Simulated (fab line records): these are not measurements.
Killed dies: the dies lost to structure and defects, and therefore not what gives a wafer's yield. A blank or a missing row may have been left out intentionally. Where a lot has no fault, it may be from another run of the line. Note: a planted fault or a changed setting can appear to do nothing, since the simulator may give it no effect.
fab line records	flow n5_finfet
record lots=15	wafers=45	last_day=17
route steps=1938 shown BEOL_M7@1316 BEOL_M8@1336
lots that met no fault: taken from a fault-free run of the same line
start_h: start of the lot's first displayed wafer, in hours after the record's first day	wait_h: time in hours since the lot's previous step	" identical to the entry in the row above	L1.1+2: one row covering several wafers at once	- no value, or no start was given	* or withheld: withheld	< > ~ a bound
route shown NAME@n: a module of which the file shows steps, and the number in the route of the first	usual: the fault-free wafers' mean and standard deviation	same: alike in all rows	chamber/n: place in a boat	sites: each site's reading	_std_site: their standard deviation	_edge_site: mean of outer sites minus mean of inner sites	radius_mm: for every site, how far away it sits from the centre of the wafer	mask NAME#n: copy n	behind: tool/chamber where the wafer was last shaped	hold: why the lot was held/for how many hours/how that ended	device: transistor that didn't switch, given as n, p or np	end of line: tests of these same wafers at the route's end	step lacking rows: just its recipe	killed: dies that structure and defects cost at the first sort, which is not the same as the wafer's yield	map: a wafer's dies, marking killed ones x, the rest . and places with no die _
set.NAME: the setting that was run; set.NAME@STEP: the one run at that earlier step	model.NAME: the simulator's own value behind a step, which no gauge read
steps of the route over a sample of lots; a table a step, a row a wafer
services: the hour from which a tool's chamber was out of use, counted from the record's first day as start_h (under 0 if before that day), plus the number of hours and why
## steps
# step N5_BEOL_M7_CD_MEAS_35
# recipe target_cd_nm=40	polarity=opening
# usual cd_nm=39.6/0.47
lot.wafer	tool	chamber	start_h	wait_h	cd_nm
L317.3	cd_sem-03	-	206.14	0.0	39.7
L317.4	"	-	"	"	39.9
L317.5	"	-	"	"	39.8
L316.3	cd_sem-01	-	209.65	0.0	39.8
L316.5	"	-	"	"	39.2
L316.6	"	-	"	"	40.5
L318.2	cd_sem-02	-	211.64	0.0	39.4
L318.4	"	-	"	"	40.1
L318.5	"	-	"	"	39.4
L319.1	cd_sem-02	-	216.08	0.0	40.0
L319.3	"	-	"	"	40.4
L319.5	"	-	"	"	39.6
L321.2	cd_sem-01	-	221.54	0.0	38.7
L321.3	"	-	"	"	39.3
L321.6	"	-	"	"	39.0
L322.2	cd_sem-02	-	233.87	0.0	40.1
L322.3	"	-	"	"	39.9
L322.5	"	-	"	"	39.8
L323.1	cd_sem-02	-	242.08	0.0	39.4
L323.3	"	-	"	"	39.3
L323.6	"	-	"	"	38.2
L324.1	cd_sem-02	-	254.90	0.0	40.0
L324.4	"	-	"	"	39.2
L324.6	"	-	"	"	40.4
L330.4	cd_sem-03	-	281.56	0.0	39.8
L330.5	"	-	"	"	38.7
L330.6	"	-	"	"	39.2
L332.1	cd_sem-03	-	292.82	0.0	39.8
L332.2	"	-	"	"	39.7
L332.6	"	-	"	"	39.8
L333.1	cd_sem-01	-	309.10	0.0	39.3
L333.2	"	-	"	"	39.6
L333.3	"	-	"	"	39.3
L335.1	cd_sem-01	-	310.74	0.0	39.4
L335.2	"	-	"	"	40.0
L335.6	"	-	"	"	40.3
L336.1	cd_sem-01	-	319.94	0.0	40.1
L336.2	"	-	"	"	39.2
L336.6	"	-	"	"	39.4
L338.2	cd_sem-02	-	328.09	0.0	39.3
L338.5	"	-	"	"	39.9
L338.6	"	-	"	"	39.2
L339.4	cd_sem-03	-	332.62	0.0	39.7
L339.5	"	-	"	"	39.8
L339.6	"	-	"	"	39.3
# step N5_BEOL_M7_PRE_CLEAN_45
# recipe gas=H2/He	time_s=30	temp_c=250
# usual heater_power_w=339/39
# same time_s=30
lot.wafer	tool	chamber	start_h	wait_h	heater_power_w
L317.3	pvd_sputter-03	-	206.58	0.0	357
L317.4	"	-	"	"	411
L317.5	"	-	"	"	341
L316.3	pvd_sputter-01	-	210.05	0.0	353
L316.5	"	-	"	"	303
L316.6	"	-	"	"	296
L318.2	pvd_sputter-02	-	212.39	0.0	386
L318.4	"	-	"	"	308
L318.5	"	-	"	"	338
L319.1	pvd_sputter-03	-	216.48	0.0	387
L319.3	"	-	"	"	297
L319.5	"	-	"	"	379
L321.2	pvd_sputter-01	-	223.11	0.0	352
L321.3	"	-	"	"	295
L321.6	"	-	"	"	291
L322.2	pvd_sputter-02	-	234.57	0.0	379
L322.3	"	-	"	"	299
L322.5	"	-	"	"	368
L323.1	pvd_sputter-03	-	243.02	0.0	374
L323.3	"	-	"	"	352
L323.6	"	-	"	"	354
L324.1	pvd_sputter-01	-	255.38	0.0	290
L324.4	"	-	"	"	290
L324.6	"	-	"	"	349
L330.4	pvd_sputter-02	-	282.70	0.0	378
L330.5	"	-	"	"	372
L330.6	"	-	"	"	377
L332.1	pvd_sputter-03	-	293.51	0.0	341
L332.2	"	-	"	"	373
L332.6	"	-	"	"	347
L333.1	pvd_sputter-01	-	310.52	0.0	296
L333.2	"	-	"	"	357
L333.3	"	-	"	"	296
L335.1	pvd_sputter-01	-	311.58	0.0	294
L335.2	"	-	"	"	345
L335.6	"	-	"	"	285
L336.1	pvd_sputter-02	-	320.67	0.0	344
L336.2	"	-	"	"	365
L336.6	"	-	"	"	377
L338.2	pvd_sputter-03	-	328.71	0.0	284
L338.5	"	-	"	"	384
L338.6	"	-	"	"	413
L339.4	pvd_sputter-01	-	333.10	0.0	291
L339.5	"	-	"	"	348
L339.6	"	-	"	"	297
# step N5_BEOL_M7_RS_MEAS_57
# recipe thk_meas_gauge=four-point-probe	reads=Cu_of_BEOL_M7_ECD_50+Co_of_BEOL_M7_CVD_78+TaN_of_BEOL_M7_ALD_77
# usual M7_RS=0.288/0.0073
lot.wafer	tool	chamber	start_h	wait_h	M7_RS[ohm/sq]
L317.3	film_metro-02	-	209.76	0.1	0.290
L317.4	"	-	"	"	0.290
L317.5	"	-	"	"	0.296
L316.3	film_metro-02	-	212.90	0.1	0.285
L316.5	"	-	"	"	0.285
L316.6	"	-	"	"	0.280
L318.2	film_metro-02	-	214.32	0.1	0.288
L318.4	"	-	"	"	0.295
L318.5	"	-	"	"	0.294
L319.1	film_metro-01	-	219.91	0.1	0.294
L319.3	"	-	"	"	0.283
L319.5	"	-	"	"	0.291
L321.2	film_metro-01	-	224.59	0.1	0.294
L321.3	"	-	"	"	0.296
L321.6	"	-	"	"	0.296
L322.2	film_metro-01	-	238.01	0.1	0.292
L322.3	"	-	"	"	0.291
L322.5	"	-	"	"	0.299
L323.1	film_metro-02	-	244.77	0.1	0.283
L323.3	"	-	"	"	0.287
L323.6	"	-	"	"	0.286
L324.1	film_metro-02	-	257.10	0.1	0.290
L324.4	"	-	"	"	0.289
L324.6	"	-	"	"	0.280
L330.4	film_metro-01	-	284.49	0.0	0.290
L330.5	"	-	"	"	0.299
L330.6	"	-	"	"	0.274
L332.1	film_metro-01	-	295.34	0.1	0.288
L332.2	"	-	"	"	0.296
L332.6	"	-	"	"	0.297
L333.1	film_metro-01	-	312.08	0.1	0.290
L333.2	"	-	"	"	0.292
L333.3	"	-	"	"	0.285
L335.1	film_metro-01	-	313.15	0.1	0.266
L335.2	"	-	"	"	0.277
L335.6	"	-	"	"	0.270
L336.1	film_metro-01	-	323.46	0.1	0.279
L336.2	"	-	"	"	0.285
L336.6	"	-	"	"	0.287
L338.2	film_metro-02	-	330.49	0.1	0.271
L338.5	"	-	"	"	0.290
L338.6	"	-	"	"	0.278
L339.4	film_metro-02	-	334.94	0.0	0.286
L339.5	"	-	"	"	0.283
L339.6	"	-	"	"	0.291
# step N5_BEOL_M8_HM_DEP_02
# recipe material=TiN	target_thk_a=200	temp_c=25	chamber_pressure_pa=0.49996
# usual chamber_pressure_pa=0.5000/0.00099	substrate_temp_c=25.00/0.1	throttle_valve_pct=30.5/0.76
lot.wafer	tool	chamber	start_h	wait_h	chamber_pressure_pa	substrate_temp_c	throttle_valve_pct
L317.3	pvd_sputter-02	-	212.01	1.0	0.4992	25.10	30.4
L317.4	"	-	"	"	0.5009	25.02	29.8
L317.5	"	-	"	"	0.4993	25.04	31.0
L316.3	pvd_sputter-03	-	213.66	0.0	0.4991	25.01	30.4
L316.5	"	-	"	"	0.4988	25.03	30.5
L316.6	"	-	"	"	0.5021	24.99	31.7
L318.2	pvd_sputter-01	-	215.89	0.2	0.5008	25.09	30.8
L318.4	"	-	"	"	0.4990	25.19	29.9
L318.5	"	-	"	"	0.5004	24.99	29.5
L319.1	pvd_sputter-02	-	221.01	0.0	0.5004	25.09	30.6
L319.3	"	-	"	"	0.5000	25.05	30.9
L319.5	"	-	"	"	0.4988	25.07	29.1
L321.2	pvd_sputter-02	-	226.41	1.1	0.4999	25.03	29.3
L321.3	"	-	"	"	0.4997	24.99	30.6
L321.6	"	-	"	"	0.5019	24.93	31.0
L322.2	pvd_sputter-01	-	239.05	0.3	-	-	-
L322.3	"	-	"	"	-	-	-
L322.5	"	-	"	"	-	-	-
L323.1	pvd_sputter-02	-	246.86	1.4	-	-	-
L323.3	"	-	"	"	-	-	-
L323.6	"	-	"	"	-	-	-
L324.1	pvd_sputter-03	-	258.57	0.8	-	-	-
L324.4	"	-	"	"	-	-	-
L324.6	"	-	"	"	-	-	-
L330.4	pvd_sputter-03	-	285.22	0.0	0.4990	24.81	30.6
L330.5	"	-	"	"	0.4999	25.01	31.3
L330.6	"	-	"	"	0.5001	25.04	31.2
L332.1	pvd_sputter-01	-	298.45	1.9	0.5013	25.01	30.4
L332.2	"	-	"	"	0.4989	25.02	29.7
L332.6	"	-	"	"	0.4995	25.09	30.5
L333.1	pvd_sputter-01	-	313.34	0.6	0.4987	24.96	29.6
L333.2	"	-	"	"	0.4985	25.08	29.4
L333.3	"	-	"	"	0.5002	25.06	30.5
L335.1	pvd_sputter-02	-	313.89	0.0	0.4994	24.94	30.5
L335.2	"	-	"	"	0.5011	25.15	31.1
L335.6	"	-	"	"	0.4997	24.99	28.9
L336.1	pvd_sputter-01	-	326.12	1.2	0.5006	25.13	29.7
L336.2	"	-	"	"	0.4991	24.82	30.5
L336.6	"	-	"	"	0.4998	25.19	29.6
L338.2	pvd_sputter-01	-	332.34	1.2	0.4994	24.84	31.0
L338.5	"	-	"	"	0.4995	25.12	30.6
L338.6	"	-	"	"	0.5006	25.01	29.6
L339.4	pvd_sputter-03	-	336.30	0.6	0.4988	25.00	31.8
L339.5	"	-	"	"	0.4995	24.92	30.8
L339.6	"	-	"	"	0.5004	24.90	31.7
# step N5_BEOL_M8_HM_OPEN_17
# recipe chemistry=Cl2/BCl3	target_depth_a=200	overetch_a=60	target=TiN	mask_material=SOC	ion_energy_ev=150	pressure_mtorr=10	icp_w=1000	bias_w=126	Cl2_flow_sccm=53.25	bcl3_flow_sccm=21.75	Ar_flow_sccm=25
# usual drypump_motor_current_A=5.7/0.4	oes_product_au=0.65/0.061	throttle_valve_pct=22.03/0.1
lot.wafer	tool	chamber	start_h	wait_h	drypump_motor_current_A	oes_product_au	rf_hours_counter_h	throttle_valve_pct
L317.3	rie_metal-03	0	213.08	0.1	5.2	0.74	-	22.02
L317.4	"	1	"	"	5.7	0.59	-	22.05
L317.5	"	1	"	"	5.7	0.59	-	22.05
L316.3	rie_metal-02	1	214.55	0.1	5.5	0.60	-	22.17
L316.5	"	1	"	"	5.5	0.60	-	22.16
L316.6	"	0	"	"	5.9	0.74	-	21.86
L318.2	rie_metal-01	1	216.63	0.0	5.8	0.64	65	21.92
L318.4	"	0	"	"	6.6	0.69	-	22.08
L318.5	"	0	"	"	6.6	0.70	-	22.05
L319.1	rie_metal-01	0	221.75	0.0	6.6	0.69	27	22.06
L319.3	"	1	"	"	5.8	0.64	-	21.93
L319.5	"	1	"	"	5.8	0.63	-	21.91
L321.2	rie_metal-03	0	227.39	0.0	5.2	0.72	14	22.04
L321.3	"	0	"	"	5.2	0.71	-	22.06
L321.6	"	1	"	"	5.6	0.58	-	22.06
L322.2	rie_metal-02	0	239.91	0.0	5.9	0.33	16	22.54
L322.3	"	0	"	"	5.9	0.32	-	22.52
L322.5	"	0	"	"	5.9	0.33	-	22.52
L323.1	rie_metal-03	0	247.72	0.0	5.2	0.32	15	22.69
L323.3	"	0	"	"	5.2	0.32	-	22.69
L323.6	"	1	"	"	5.7	0.26	-	22.69
L324.1	rie_metal-03	1	259.59	0.0	5.7	0.26	81	22.71
L324.4	"	0	"	"	5.2	0.32	-	22.69
L324.6	"	1	"	"	5.7	0.26	-	22.70
L330.4	rie_metal-02	1	286.40	0.1	5.5	0.60	-	22.18
L330.5	"	1	"	"	5.5	0.60	-	22.16
L330.6	"	0	"	"	5.9	0.72	-	21.88
L332.1	rie_metal-02	0	299.19	0.0	5.9	0.71	22	21.88
L332.2	"	1	"	"	5.5	0.59	76	22.20
L332.6	"	0	"	"	5.9	0.72	-	21.89
L333.1	rie_metal-01	1	314.21	0.0	5.9	0.61	74	21.94
L333.2	"	0	"	"	6.6	0.67	36	22.08
L333.3	"	0	"	"	6.6	0.67	-	22.09
L335.1	rie_metal-02	1	314.75	0.0	5.5	0.59	77	22.18
L335.2	"	0	"	"	5.9	0.71	23	21.88
L335.6	"	0	"	"	5.9	0.72	-	21.87
L336.1	rie_metal-01	1	327.53	0.0	5.8	0.60	75	21.99
L336.2	"	0	"	"	6.6	0.65	37	22.11
L336.6	"	0	"	"	6.6	0.66	-	22.11
L338.2	rie_metal-01	1	333.23	0.0	5.8	0.60	76	21.98
L338.5	"	1	"	"	5.8	0.61	-	21.97
L338.6	"	0	"	"	6.6	0.66	-	22.10
L339.4	rie_metal-03	0	337.19	0.1	5.2	0.69	-	22.05
L339.5	"	0	"	"	5.2	0.69	-	22.07
L339.6	"	1	"	"	5.7	0.58	-	22.06
# step N5_BEOL_M8_CD_MEAS_18
# recipe pitch_nm=80	target_cd_nm=40
# usual cd_nm=40.1/0.44
lot.wafer	tool	chamber	start_h	wait_h	cd_nm
L317.3	cd_sem-01	-	213.24	0.1	39.8
L317.4	"	-	"	"	40.3
L317.5	"	-	"	"	39.8
L316.3	cd_sem-02	-	214.74	0.1	40.0
L316.5	"	-	"	"	39.7
L316.6	"	-	"	"	40.3
L318.2	cd_sem-02	-	216.81	0.1	41.1
L318.4	"	-	"	"	40.7
L318.5	"	-	"	"	40.4
L319.1	cd_sem-01	-	221.93	0.0	40.5
L319.3	"	-	"	"	40.9
L319.5	"	-	"	"	40.2
L321.2	cd_sem-01	-	227.76	0.1	39.6
L321.3	"	-	"	"	39.7
L321.6	"	-	"	"	40.0
L322.2	cd_sem-01	-	240.10	0.1	-
L322.3	"	-	"	"	-
L322.5	"	-	"	"	-
L323.1	cd_sem-03	-	247.94	0.0	-
L323.3	"	-	"	"	-
L323.6	"	-	"	"	-
L324.1	cd_sem-01	-	259.96	0.0	-
L324.4	"	-	"	"	-
L324.6	"	-	"	"	-
L330.4	cd_sem-01	-	286.56	0.1	40.4
L330.5	"	-	"	"	39.9
L330.6	"	-	"	"	39.9
L332.1	cd_sem-01	-	299.37	0.0	40.8
L332.2	"	-	"	"	40.3
L332.6	"	-	"	"	40.2
L333.1	cd_sem-03	-	314.39	0.0	40.2
L333.2	"	-	"	"	40.1
L333.3	"	-	"	"	40.2
L335.1	cd_sem-02	-	314.93	0.0	41.0
L335.2	"	-	"	"	40.2
L335.6	"	-	"	"	40.3
L336.1	cd_sem-03	-	327.72	0.0	40.3
L336.2	"	-	"	"	40.4
L336.6	"	-	"	"	40.3
L338.2	cd_sem-03	-	333.41	0.1	40.4
L338.5	"	-	"	"	40.9
L338.6	"	-	"	"	40.9
L339.4	cd_sem-01	-	337.43	0.0	39.2
L339.5	"	-	"	"	40.0
L339.6	"	-	"	"	39.7
## services
tool	chamber	start_h	hours	kind
rie_metal-03	-	205.01	2.8	pm
rie_metal-01	-	241.19	1.0	repair
rie_metal-03	-	259.33	0.2	repair
## key
first_sign step=N5_BEOL_M8_HM_DEP_02	reading=tool_record	direction=missing
effect step=N5_BEOL_M8_HM_OPEN_17	reading=oes_product_au	direction=down	sigmas=5.8	usual=0.65	struck=0.30
effect step=N5_BEOL_M8_CD_MEAS_18	reading=cd_nm	direction=missing
met_at N5_BEOL_M8_HM_DEP_02
struck_lots L322,L323,L324
later_rows_left_out L322.2,L322.3,L322.5,L323.1,L323.3,L323.6,L324.1,L324.4,L324.6
sort_left_out L322.2,L322.3,L322.5,L323.1,L323.3,L323.6,L324.1,L324.4,L324.6
not_acting_at N5_BEOL_M7_CD_MEAS_35,N5_BEOL_M7_PRE_CLEAN_45,N5_BEOL_M7_RS_MEAS_57
onset_between 226.41 239.05
fault kind=skipped_step_whole	tool=pvd_sputter-01,pvd_sputter-02,pvd_sputter-03	chamber=-	onset_h=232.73	steps=N5_BEOL_M8_HM_DEP_02	scope=struck_lots_only
# sort_left_out: the simulated sort isn't trusted on such a fault, so these wafers' sort isn't shown, and their yield isn't known
# later_rows_left_out: the simulator's readings of these wafers behind a module that went badly wrong aren't trusted and aren't shown, but for the sort
